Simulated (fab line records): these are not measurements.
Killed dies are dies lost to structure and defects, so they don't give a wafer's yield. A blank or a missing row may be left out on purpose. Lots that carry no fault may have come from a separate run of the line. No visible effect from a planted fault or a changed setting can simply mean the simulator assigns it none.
fab line records || flow n5_finfet || part 2 of 2: steps 29 to 42 of 42
record {"lots": 5, "wafers": 15, "last_day": 20}
route steps=1938 shown SD_EPI_P@316 SD_ACTIVATION@330 ILD0@335 SDB@347
lots that met no fault: taken from a fault-free run of the same line
start_h: start of the lot's first displayed wafer, in hours after the record's first day || wait_h: time in hours since the lot's previous step || " as in the row above || L1.1+2: several wafers, shown together as one row || - no value, or no start was given || * or withheld: withheld || < > ~ a bound
route shown NAME@n: names a module that has steps shown in the file, with the first one's number in the route || usual: the fault-free wafers' mean and standard deviation || same: alike in all rows || chamber/n: place in a boat || sites: readings site by site || _std_site: the values' standard deviation || _edge_site: outer sites' mean less inner sites' || radius_mm: for every site, how far away it sits from the centre of the wafer || mask NAME#n: copy n || behind: tool/chamber where the wafer was last shaped || hold: the reason the lot was held/the length of the hold in hours/how it ended || device: the n, p or np transistor that did not switch || end of line: tests run on the same wafers once the route is complete || step lacking rows: just its recipe || killed: dies lost to structure and defects at the first sort, not the wafer's yield || map: the dies of a wafer, with x for killed, . for not killed, _ for no die there
set.NAME: the run value of the setting; set.NAME@STEP: its run value at that earlier step || model.NAME: the simulator's own value behind a step, which no gauge read
certain route steps with their lots: each step a table, each wafer a row
services: the hour from which a tool's chamber was out of use, counted from the record's first day as start_h (under 0 if before that day), plus the number of hours and why
## steps
# step N5_ILD0_THK_MEAS_13
# usual {"thk_nm": "17.8/0.96"}
{"lot.wafer": "L075.1", "tool": "film_metro-02", "chamber": "-", "start_h": 73.08, "wait_h": "-", "thk_nm": 19.1}
{"lot.wafer": "L075.4", "tool": "film_metro-02", "chamber": "-", "start_h": 73.08, "wait_h": "-", "thk_nm": 17.9}
{"lot.wafer": "L075.5", "tool": "film_metro-02", "chamber": "-", "start_h": 73.08, "wait_h": "-", "thk_nm": 19.4}
{"lot.wafer": "L086.1", "tool": "film_metro-02", "chamber": "-", "start_h": 137.38, "wait_h": "-", "thk_nm": 18.5}
{"lot.wafer": "L086.5", "tool": "film_metro-02", "chamber": "-", "start_h": 137.38, "wait_h": "-", "thk_nm": 18.1}
{"lot.wafer": "L086.6", "tool": "film_metro-02", "chamber": "-", "start_h": 137.38, "wait_h": "-", "thk_nm": 18.3}
{"lot.wafer": "L087.2", "tool": "film_metro-01", "chamber": "-", "start_h": 143.01, "wait_h": "-", "thk_nm": 16.7}
{"lot.wafer": "L087.3", "tool": "film_metro-01", "chamber": "-", "start_h": 143.01, "wait_h": "-", "thk_nm": 17.3}
{"lot.wafer": "L087.5", "tool": "film_metro-01", "chamber": "-", "start_h": 143.01, "wait_h": "-", "thk_nm": 18.6}
{"lot.wafer": "L093.1", "tool": "film_metro-01", "chamber": "-", "start_h": 179.15, "wait_h": "-", "thk_nm": 17.2}
{"lot.wafer": "L093.2", "tool": "film_metro-01", "chamber": "-", "start_h": 179.15, "wait_h": "-", "thk_nm": 18.1}
{"lot.wafer": "L093.6", "tool": "film_metro-01", "chamber": "-", "start_h": 179.15, "wait_h": "-", "thk_nm": 17.4}
{"lot.wafer": "L096.1", "tool": "film_metro-02", "chamber": "-", "start_h": 208.81, "wait_h": "-", "thk_nm": 17.4}
{"lot.wafer": "L096.4", "tool": "film_metro-02", "chamber": "-", "start_h": 208.81, "wait_h": "-", "thk_nm": 18.2}
{"lot.wafer": "L096.5", "tool": "film_metro-02", "chamber": "-", "start_h": 208.81, "wait_h": "-", "thk_nm": 17.1}
# step N5_ILD0_INSPECT_06
# recipe {"inspect_instrument": "darkfield", "mode": "post_cmp"}
# usual {"raw_defect_count": "33/13"}
{"lot.wafer": "L075.1", "tool": "defect_inspect-01", "chamber": "-", "start_h": 73.11, "wait_h": 0.0, "raw_defect_count": 30}
{"lot.wafer": "L075.4", "tool": "defect_inspect-01", "chamber": "-", "start_h": 73.11, "wait_h": 0.0, "raw_defect_count": 15}
{"lot.wafer": "L075.5", "tool": "defect_inspect-01", "chamber": "-", "start_h": 73.11, "wait_h": 0.0, "raw_defect_count": 15}
{"lot.wafer": "L086.1", "tool": "defect_inspect-01", "chamber": "-", "start_h": 137.41, "wait_h": 0.0, "raw_defect_count": 12}
{"lot.wafer": "L086.5", "tool": "defect_inspect-01", "chamber": "-", "start_h": 137.41, "wait_h": 0.0, "raw_defect_count": 18}
{"lot.wafer": "L086.6", "tool": "defect_inspect-01", "chamber": "-", "start_h": 137.41, "wait_h": 0.0, "raw_defect_count": 23}
{"lot.wafer": "L087.2", "tool": "defect_inspect-02", "chamber": "-", "start_h": 143.04, "wait_h": 0.0, "raw_defect_count": 30}
{"lot.wafer": "L087.3", "tool": "defect_inspect-02", "chamber": "-", "start_h": 143.04, "wait_h": 0.0, "raw_defect_count": 49}
{"lot.wafer": "L087.5", "tool": "defect_inspect-02", "chamber": "-", "start_h": 143.04, "wait_h": 0.0, "raw_defect_count": 41}
{"lot.wafer": "L093.1", "tool": "defect_inspect-01", "chamber": "-", "start_h": 179.17, "wait_h": 0.0, "raw_defect_count": 44}
{"lot.wafer": "L093.2", "tool": "defect_inspect-01", "chamber": "-", "start_h": 179.17, "wait_h": 0.0, "raw_defect_count": 41}
{"lot.wafer": "L093.6", "tool": "defect_inspect-01", "chamber": "-", "start_h": 179.17, "wait_h": 0.0, "raw_defect_count": 30}
{"lot.wafer": "L096.1", "tool": "defect_inspect-02", "chamber": "-", "start_h": 208.84, "wait_h": 0.0, "raw_defect_count": 21}
{"lot.wafer": "L096.4", "tool": "defect_inspect-02", "chamber": "-", "start_h": 208.84, "wait_h": 0.0, "raw_defect_count": 29}
{"lot.wafer": "L096.5", "tool": "defect_inspect-02", "chamber": "-", "start_h": 208.84, "wait_h": 0.0, "raw_defect_count": 45}
# step N5_SDB_HM_DEP_00
# recipe {"material": "SiNx", "target_thk_a": 400, "temp_c": 400, "precursor": "SiH4/NH3/N2", "pressure_torr": 1.5, "rf_w": 300, "time_s": 35.3}
# usual {"heater_power_w": "751/90", "showerhead_plenum_p_Torr": "5.14/0.093", "throttle_valve_pct": "40.3/2.2"}
{"lot.wafer": "L075.1", "tool": "pecvd-03", "chamber": 1, "start_h": 73.15, "wait_h": 0.0, "heater_power_w": 839, "showerhead_plenum_p_Torr": 5.04, "throttle_valve_pct": 39.9}
{"lot.wafer": "L075.4", "tool": "pecvd-03", "chamber": 1, "start_h": 73.15, "wait_h": 0.0, "heater_power_w": 811, "showerhead_plenum_p_Torr": 5.05, "throttle_valve_pct": 39.9}
{"lot.wafer": "L075.5", "tool": "pecvd-03", "chamber": 2, "start_h": 73.15, "wait_h": 0.0, "heater_power_w": 685, "showerhead_plenum_p_Torr": 5.08, "throttle_valve_pct": 37.9}
{"lot.wafer": "L086.1", "tool": "pecvd-02", "chamber": 2, "start_h": 137.45, "wait_h": 0.0, "heater_power_w": 900, "showerhead_plenum_p_Torr": 5.21, "throttle_valve_pct": 38.0}
{"lot.wafer": "L086.5", "tool": "pecvd-02", "chamber": 0, "start_h": 137.45, "wait_h": 0.0, "heater_power_w": 774, "showerhead_plenum_p_Torr": 5.04, "throttle_valve_pct": 41.9}
{"lot.wafer": "L086.6", "tool": "pecvd-02", "chamber": 2, "start_h": 137.45, "wait_h": 0.0, "heater_power_w": 894, "showerhead_plenum_p_Torr": 5.22, "throttle_valve_pct": 38.0}
{"lot.wafer": "L087.2", "tool": "pecvd-03", "chamber": 1, "start_h": 143.07, "wait_h": 0.0, "heater_power_w": 813, "showerhead_plenum_p_Torr": 5.05, "throttle_valve_pct": 39.8}
{"lot.wafer": "L087.3", "tool": "pecvd-03", "chamber": 0, "start_h": 143.07, "wait_h": 0.0, "heater_power_w": 665, "showerhead_plenum_p_Torr": 5.01, "throttle_valve_pct": 39.7}
{"lot.wafer": "L087.5", "tool": "pecvd-03", "chamber": 0, "start_h": 143.07, "wait_h": 0.0, "heater_power_w": 650, "showerhead_plenum_p_Torr": 5.03, "throttle_valve_pct": 39.6}
{"lot.wafer": "L093.1", "tool": "pecvd-01", "chamber": 1, "start_h": 179.21, "wait_h": 0.0, "heater_power_w": 869, "showerhead_plenum_p_Torr": 5.25, "throttle_valve_pct": 44.0}
{"lot.wafer": "L093.2", "tool": "pecvd-01", "chamber": 2, "start_h": 179.21, "wait_h": 0.0, "heater_power_w": 786, "showerhead_plenum_p_Torr": 5.21, "throttle_valve_pct": 40.1}
{"lot.wafer": "L093.6", "tool": "pecvd-01", "chamber": 2, "start_h": 179.21, "wait_h": 0.0, "heater_power_w": 780, "showerhead_plenum_p_Torr": 5.22, "throttle_valve_pct": 40.0}
{"lot.wafer": "L096.1", "tool": "pecvd-01", "chamber": 0, "start_h": 208.88, "wait_h": 0.0, "heater_power_w": 794, "showerhead_plenum_p_Torr": 5.18, "throttle_valve_pct": 38.1}
{"lot.wafer": "L096.4", "tool": "pecvd-01", "chamber": 1, "start_h": 208.88, "wait_h": 0.0, "heater_power_w": 813, "showerhead_plenum_p_Torr": 5.24, "throttle_valve_pct": 44.2}
{"lot.wafer": "L096.5", "tool": "pecvd-01", "chamber": 0, "start_h": 208.88, "wait_h": 0.0, "heater_power_w": 770, "showerhead_plenum_p_Torr": 5.19, "throttle_valve_pct": 38.1}
# step N5_SDB_COAT_03
# recipe {"resist": "SOC", "temp_c": 250, "time_s": 60, "spin_rpm": 1500, "resist_thk_nm": 100}
{"lot.wafer": "L075.1+4+5", "tool": "litho_track-05", "chamber": 0, "start_h": 73.23, "wait_h": 0.1}
{"lot.wafer": "L086.1+5+6", "tool": "litho_track-05", "chamber": 0, "start_h": 137.53, "wait_h": 0.1}
{"lot.wafer": "L087.2+3+5", "tool": "litho_track-05", "chamber": 0, "start_h": 143.15, "wait_h": 0.1}
{"lot.wafer": "L093.1+2+6", "tool": "litho_track-04", "chamber": 0, "start_h": 179.29, "wait_h": 0.1}
{"lot.wafer": "L096.1+4+5", "tool": "litho_track-05", "chamber": 0, "start_h": 208.99, "wait_h": 0.1}
# step N5_SDB_COAT_04
# recipe {"resist": "SiARC", "temp_c": 220, "time_s": 60, "spin_rpm": 1500, "resist_thk_nm": 18}
{"lot.wafer": "L075.1+4+5", "tool": "litho_track-05", "chamber": 0, "start_h": "-", "wait_h": "-"}
{"lot.wafer": "L086.1+5+6", "tool": "litho_track-05", "chamber": 0, "start_h": "-", "wait_h": "-"}
{"lot.wafer": "L087.2+3+5", "tool": "litho_track-05", "chamber": 0, "start_h": "-", "wait_h": "-"}
{"lot.wafer": "L093.1+2+6", "tool": "litho_track-04", "chamber": 0, "start_h": "-", "wait_h": "-"}
{"lot.wafer": "L096.1+4+5", "tool": "litho_track-05", "chamber": 0, "start_h": "-", "wait_h": "-"}
# step N5_SDB_COAT_05
# recipe {"resist": "CAR-ArF", "spin_rpm": 1500, "resist_thk_nm": 90}
{"lot.wafer": "L075.1+4+5", "tool": "litho_track-05", "chamber": 0, "start_h": "-", "wait_h": "-"}
{"lot.wafer": "L086.1+5+6", "tool": "litho_track-05", "chamber": 0, "start_h": "-", "wait_h": "-"}
{"lot.wafer": "L087.2+3+5", "tool": "litho_track-05", "chamber": 0, "start_h": "-", "wait_h": "-"}
{"lot.wafer": "L093.1+2+6", "tool": "litho_track-04", "chamber": 0, "start_h": "-", "wait_h": "-"}
{"lot.wafer": "L096.1+4+5", "tool": "litho_track-05", "chamber": 0, "start_h": "-", "wait_h": "-"}
# step N5_SDB_EBR_07
# recipe {"solvent": "PGMEA", "ebr_width_mm": 1.5}
{"lot.wafer": "L075.1+4+5", "tool": "litho_track-05", "chamber": 0, "start_h": "-", "wait_h": "-"}
{"lot.wafer": "L086.1+5+6", "tool": "litho_track-05", "chamber": 0, "start_h": "-", "wait_h": "-"}
{"lot.wafer": "L087.2+3+5", "tool": "litho_track-05", "chamber": 0, "start_h": "-", "wait_h": "-"}
{"lot.wafer": "L093.1+2+6", "tool": "litho_track-04", "chamber": 0, "start_h": "-", "wait_h": "-"}
{"lot.wafer": "L096.1+4+5", "tool": "litho_track-05", "chamber": 0, "start_h": "-", "wait_h": "-"}
# step N5_SDB_SOFTBAKE_06
# recipe {"temp_c": 110, "time_s": 60, "resist": "CAR-ArF"}
{"lot.wafer": "L075.1+4+5", "tool": "litho_track-05", "chamber": 0, "start_h": "-", "wait_h": "-"}
{"lot.wafer": "L086.1+5+6", "tool": "litho_track-05", "chamber": 0, "start_h": "-", "wait_h": "-"}
{"lot.wafer": "L087.2+3+5", "tool": "litho_track-05", "chamber": 0, "start_h": "-", "wait_h": "-"}
{"lot.wafer": "L093.1+2+6", "tool": "litho_track-04", "chamber": 0, "start_h": "-", "wait_h": "-"}
{"lot.wafer": "L096.1+4+5", "tool": "litho_track-05", "chamber": 0, "start_h": "-", "wait_h": "-"}
# step N5_SDB_EXPOSE_08
# recipe {"mask_id": "SDB", "na": 1.35, "source_shape": "conventional", "sigma_outer": 0.5, "polarization": "unpolarized", "dose_mj": 49.6}
# same {"na": 1.35}
{"lot.wafer": "L075.1+4+5", "tool": "arfi_scanner-03", "chamber": 0, "start_h": 73.47, "wait_h": "-", "mask": "SDB#0"}
{"lot.wafer": "L086.1+5+6", "tool": "arfi_scanner-03", "chamber": 0, "start_h": 137.65, "wait_h": "-", "mask": "SDB#0"}
{"lot.wafer": "L087.2+3+5", "tool": "arfi_scanner-03", "chamber": 0, "start_h": 143.28, "wait_h": "-", "mask": "SDB#0"}
{"lot.wafer": "L093.1+2+6", "tool": "arfi_scanner-02", "chamber": 0, "start_h": 179.41, "wait_h": "-", "mask": "SDB#0"}
{"lot.wafer": "L096.1+4+5", "tool": "arfi_scanner-03", "chamber": 0, "start_h": 209.10, "wait_h": "-", "mask": "SDB#0"}
# step N5_SDB_PEB_09
# recipe {"peb_temp_c": "withheld", "peb_time_s": 60, "resist": "CAR-ArF"}
{"lot.wafer": "L075.1+4+5", "tool": "litho_track-05", "chamber": 0, "start_h": 73.53, "wait_h": 0.1}
{"lot.wafer": "L086.1+5+6", "tool": "litho_track-04", "chamber": 0, "start_h": 137.70, "wait_h": 0.1}
{"lot.wafer": "L087.2+3+5", "tool": "litho_track-05", "chamber": 0, "start_h": 143.33, "wait_h": 0.0}
{"lot.wafer": "L093.1+2+6", "tool": "litho_track-04", "chamber": 0, "start_h": 179.47, "wait_h": 0.1}
{"lot.wafer": "L096.1+4+5", "tool": "litho_track-03", "chamber": 0, "start_h": 209.16, "wait_h": 0.1}
# step N5_SDB_DEVELOP_10
# recipe {"develop_time_s": 30, "developer": "TMAH", "resist": "CAR-ArF", "rinse_liquid": "diw", "dry": "air_spin", "dev_temp_c": 23}
# same {"develop_time_s": 30}
{"lot.wafer": "L075.1+4+5", "tool": "litho_track-05", "chamber": 0, "start_h": "-", "wait_h": "-"}
{"lot.wafer": "L086.1+5+6", "tool": "litho_track-04", "chamber": 0, "start_h": "-", "wait_h": "-"}
{"lot.wafer": "L087.2+3+5", "tool": "litho_track-05", "chamber": 0, "start_h": "-", "wait_h": "-"}
{"lot.wafer": "L093.1+2+6", "tool": "litho_track-04", "chamber": 0, "start_h": "-", "wait_h": "-"}
{"lot.wafer": "L096.1+4+5", "tool": "litho_track-03", "chamber": 0, "start_h": "-", "wait_h": "-"}
# step N5_SDB_CD_MEAS_11
# recipe {"target_cd_nm": 50, "landing_energy_ev": 500, "detector": "se_inlens", "polarity": "opening"}
# usual {"cd_nm": "50.3/0.83"}
{"lot.wafer": "L075.1", "tool": "cd_sem-01", "chamber": 0, "start_h": 73.60, "wait_h": "-", "cd_nm": 49.5}
{"lot.wafer": "L075.4", "tool": "cd_sem-01", "chamber": 0, "start_h": 73.60, "wait_h": "-", "cd_nm": 51.0}
{"lot.wafer": "L075.5", "tool": "cd_sem-01", "chamber": 0, "start_h": 73.60, "wait_h": "-", "cd_nm": 49.9}
{"lot.wafer": "L086.1", "tool": "cd_sem-03", "chamber": 0, "start_h": 137.77, "wait_h": "-", "cd_nm": 51.6}
{"lot.wafer": "L086.5", "tool": "cd_sem-03", "chamber": 0, "start_h": 137.77, "wait_h": "-", "cd_nm": 50.7}
{"lot.wafer": "L086.6", "tool": "cd_sem-03", "chamber": 0, "start_h": 137.77, "wait_h": "-", "cd_nm": 51.3}
{"lot.wafer": "L087.2", "tool": "cd_sem-02", "chamber": 0, "start_h": 143.40, "wait_h": "-", "cd_nm": 49.4}
{"lot.wafer": "L087.3", "tool": "cd_sem-02", "chamber": 0, "start_h": 143.40, "wait_h": "-", "cd_nm": 49.7}
{"lot.wafer": "L087.5", "tool": "cd_sem-02", "chamber": 0, "start_h": 143.40, "wait_h": "-", "cd_nm": 50.8}
{"lot.wafer": "L093.1", "tool": "cd_sem-03", "chamber": 0, "start_h": 179.54, "wait_h": "-", "cd_nm": 49.8}
{"lot.wafer": "L093.2", "tool": "cd_sem-03", "chamber": 0, "start_h": 179.54, "wait_h": "-", "cd_nm": 49.1}
{"lot.wafer": "L093.6", "tool": "cd_sem-03", "chamber": 0, "start_h": 179.54, "wait_h": "-", "cd_nm": 49.4}
{"lot.wafer": "L096.1", "tool": "cd_sem-03", "chamber": 0, "start_h": 209.23, "wait_h": "-", "cd_nm": 50.8}
{"lot.wafer": "L096.4", "tool": "cd_sem-03", "chamber": 0, "start_h": 209.23, "wait_h": "-", "cd_nm": 50.1}
{"lot.wafer": "L096.5", "tool": "cd_sem-03", "chamber": 0, "start_h": 209.23, "wait_h": "-", "cd_nm": 50.4}
# step N5_SDB_OVL_MEAS_12
# recipe {"points_per_wafer": 44}
# usual {"SDB_OVL": "-0.1/0.71"}
# same {"points_per_wafer": 44}
{"lot.wafer": "L075.1", "tool": "overlay-02", "chamber": 0, "start_h": 73.63, "wait_h": 0.0, "SDB_OVL[nm]": 0.5}
{"lot.wafer": "L075.4", "tool": "overlay-02", "chamber": 0, "start_h": 73.63, "wait_h": 0.0, "SDB_OVL[nm]": 1.1}
{"lot.wafer": "L075.5", "tool": "overlay-02", "chamber": 0, "start_h": 73.63, "wait_h": 0.0, "SDB_OVL[nm]": 0.7}
{"lot.wafer": "L086.1", "tool": "overlay-02", "chamber": 0, "start_h": 137.80, "wait_h": 0.0, "SDB_OVL[nm]": -0.4}
{"lot.wafer": "L086.5", "tool": "overlay-02", "chamber": 0, "start_h": 137.80, "wait_h": 0.0, "SDB_OVL[nm]": -0.6}
{"lot.wafer": "L086.6", "tool": "overlay-02", "chamber": 0, "start_h": 137.80, "wait_h": 0.0, "SDB_OVL[nm]": -0.9}
{"lot.wafer": "L087.2", "tool": "overlay-01", "chamber": 0, "start_h": 143.43, "wait_h": 0.0, "SDB_OVL[nm]": -0.2}
{"lot.wafer": "L087.3", "tool": "overlay-01", "chamber": 0, "start_h": 143.43, "wait_h": 0.0, "SDB_OVL[nm]": -1.0}
{"lot.wafer": "L087.5", "tool": "overlay-01", "chamber": 0, "start_h": 143.43, "wait_h": 0.0, "SDB_OVL[nm]": 0.7}
{"lot.wafer": "L093.1", "tool": "overlay-02", "chamber": 0, "start_h": 179.57, "wait_h": 0.0, "SDB_OVL[nm]": 0.5}
{"lot.wafer": "L093.2", "tool": "overlay-02", "chamber": 0, "start_h": 179.57, "wait_h": 0.0, "SDB_OVL[nm]": 0.7}
{"lot.wafer": "L093.6", "tool": "overlay-02", "chamber": 0, "start_h": 179.57, "wait_h": 0.0, "SDB_OVL[nm]": 0.4}
{"lot.wafer": "L096.1", "tool": "overlay-02", "chamber": 0, "start_h": 209.26, "wait_h": 0.0, "SDB_OVL[nm]": 0.9}
{"lot.wafer": "L096.4", "tool": "overlay-02", "chamber": 0, "start_h": 209.26, "wait_h": 0.0, "SDB_OVL[nm]": 0.3}
{"lot.wafer": "L096.5", "tool": "overlay-02", "chamber": 0, "start_h": 209.26, "wait_h": 0.0, "SDB_OVL[nm]": 0.4}
# step N5_SDB_INSPECT_13
# recipe {"mode": "adi", "inspect_instrument": "brightfield"}
# usual {"raw_defect_count": "72/28"}
{"lot.wafer": "L075.1", "tool": "defect_inspect-02", "chamber": "-", "start_h": 73.65, "wait_h": 0.0, "raw_defect_count": 202}
{"lot.wafer": "L075.4", "tool": "defect_inspect-02", "chamber": "-", "start_h": 73.65, "wait_h": 0.0, "raw_defect_count": 85}
{"lot.wafer": "L075.5", "tool": "defect_inspect-02", "chamber": "-", "start_h": 73.65, "wait_h": 0.0, "raw_defect_count": 101}
{"lot.wafer": "L086.1", "tool": "defect_inspect-01", "chamber": "-", "start_h": 137.83, "wait_h": 0.0, "raw_defect_count": 70}
{"lot.wafer": "L086.5", "tool": "defect_inspect-01", "chamber": "-", "start_h": 137.83, "wait_h": 0.0, "raw_defect_count": 74}
{"lot.wafer": "L086.6", "tool": "defect_inspect-01", "chamber": "-", "start_h": 137.83, "wait_h": 0.0, "raw_defect_count": 65}
{"lot.wafer": "L087.2", "tool": "defect_inspect-01", "chamber": "-", "start_h": 143.45, "wait_h": 0.0, "raw_defect_count": 77}
{"lot.wafer": "L087.3", "tool": "defect_inspect-01", "chamber": "-", "start_h": 143.45, "wait_h": 0.0, "raw_defect_count": 82}
{"lot.wafer": "L087.5", "tool": "defect_inspect-01", "chamber": "-", "start_h": 143.45, "wait_h": 0.0, "raw_defect_count": 41}
{"lot.wafer": "L093.1", "tool": "defect_inspect-02", "chamber": "-", "start_h": 179.59, "wait_h": 0.0, "raw_defect_count": 104}
{"lot.wafer": "L093.2", "tool": "defect_inspect-02", "chamber": "-", "start_h": 179.59, "wait_h": 0.0, "raw_defect_count": 53}
{"lot.wafer": "L093.6", "tool": "defect_inspect-02", "chamber": "-", "start_h": 179.59, "wait_h": 0.0, "raw_defect_count": 42}
{"lot.wafer": "L096.1", "tool": "defect_inspect-01", "chamber": "-", "start_h": 209.28, "wait_h": 0.0, "raw_defect_count": 62}
{"lot.wafer": "L096.4", "tool": "defect_inspect-01", "chamber": "-", "start_h": 209.28, "wait_h": 0.0, "raw_defect_count": 35}
{"lot.wafer": "L096.5", "tool": "defect_inspect-01", "chamber": "-", "start_h": 209.28, "wait_h": 0.0, "raw_defect_count": 78}
## services
{"tool": "ald_sin-01", "chamber": 0, "start_h": 39.96, "hours": 2.2, "kind": "repair"}
{"tool": "cmp-01", "chamber": "-", "start_h": 42.02, "hours": 4.0, "kind": "pm"}
{"tool": "ald_sin-01", "chamber": 3, "start_h": 42.94, "hours": 1.6, "kind": "repair"}
{"tool": "arfi_scanner-03", "chamber": "-", "start_h": 43.54, "hours": 2.5, "kind": "repair"}
{"tool": "arfi_scanner-03", "chamber": "-", "start_h": 53.71, "hours": 1.3, "kind": "pm"}
{"tool": "laser_anneal-02", "chamber": "-", "start_h": 55.58, "hours": 3.2, "kind": "pm"}
{"tool": "ald_sin-01", "chamber": 0, "start_h": 56.88, "hours": 8.5, "kind": "repair"}
{"tool": "cmp-01", "chamber": "-", "start_h": 60.70, "hours": 4.1, "kind": "pm"}
{"tool": "cmp-02", "chamber": "-", "start_h": 84.72, "hours": 3.1, "kind": "pm"}
{"tool": "fcvd-01", "chamber": 0, "start_h": 87.99, "hours": 2.1, "kind": "repair"}
{"tool": "arfi_scanner-03", "chamber": "-", "start_h": 88.74, "hours": 0.6, "kind": "repair"}
{"tool": "epi_rpcvd-01", "chamber": "-", "start_h": 106.64, "hours": 2.8, "kind": "pm"}
{"tool": "cmp-02", "chamber": "-", "start_h": 113.89, "hours": 4.0, "kind": "pm"}
{"tool": "cmp-04", "chamber": "-", "start_h": 113.89, "hours": 0.6, "kind": "repair"}
{"tool": "arfi_scanner-03", "chamber": "-", "start_h": 124.27, "hours": 3.9, "kind": "pm"}
{"tool": "cmp-04", "chamber": "-", "start_h": 131.11, "hours": 6.7, "kind": "pm"}
{"tool": "arfi_scanner-03", "chamber": "-", "start_h": 139.15, "hours": 0.8, "kind": "pm"}
{"tool": "arfi_scanner-03", "chamber": "-", "start_h": 144.44, "hours": 1.0, "kind": "pm"}
{"tool": "arfi_scanner-03", "chamber": "-", "start_h": 151.05, "hours": 3.1, "kind": "pm"}
{"tool": "epi_rpcvd-01", "chamber": "-", "start_h": 161.15, "hours": 14.6, "kind": "pm"}
{"tool": "ald_sin-04", "chamber": "-", "start_h": 178.82, "hours": 14.0, "kind": "pm"}
{"tool": "arfi_scanner-03", "chamber": "-", "start_h": 179.21, "hours": 1.3, "kind": "pm"}
{"tool": "cmp-04", "chamber": "-", "start_h": 182.94, "hours": 5.0, "kind": "pm"}
{"tool": "cmp-02", "chamber": "-", "start_h": 192.28, "hours": 1.1, "kind": "repair"}
